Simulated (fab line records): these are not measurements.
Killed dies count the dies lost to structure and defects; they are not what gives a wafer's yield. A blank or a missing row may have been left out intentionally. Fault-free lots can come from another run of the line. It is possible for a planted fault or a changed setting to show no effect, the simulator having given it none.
Matching of chambers	flow n5_finfet	4 sister chambers for N5_FIN_SAQP_ALD_61 on ald_sin-03
The step deposits SiO2, target thk 4 nm, pulse time 1 s, purge time 2 s. 4 wafers are shown with their chamber, then 7 later ones without.

== WAFERS WITH THEIR CHAMBER ==
wafer	chamber	heater_power_w (W)
L080.4	3	557
L082.6	2	500
L094.2	1	523
L094.3	0	508

== WAFERS MISSING THEIR CHAMBER ==
wafer	heater_power_w (W)
L094.4	581
L095.3	522
L095.5	566
L095.6	511
L096.3	504
L096.4	527
L096.5	524

== THE CHAMBER EACH PASSED THROUGH ==
wafer	from the rows above	in truth
L094.4	3	3
L095.3	can't be placed: 1 or 0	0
L095.5	3	3
L095.6	can't be placed: 0 or 2 or 1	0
L096.3	can't be placed: 0 or 2 or 1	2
L096.4	can't be placed: 1 or 0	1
L096.5	can't be placed: 1 or 0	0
2 of 7 placed correctly. Not placeable from these rows: 5 (in 5, the candidates include the true chamber). Wrongly placed: 0.
How it was worked out, from the rows above alone: a wafer's distance from a chamber is the root of the sum, over the readings, of the square of ((its reading less the chamber's mean) divided by the reading's scatter). The wafer belongs to the nearest chamber; if the next one is less than 2 further off, it can't be placed. A chamber's mean is the mean of its shown wafers. The scatter: with one shown wafer a chamber, the root of the mean of the squares of how far each hidden wafer lies from its nearest shown one.
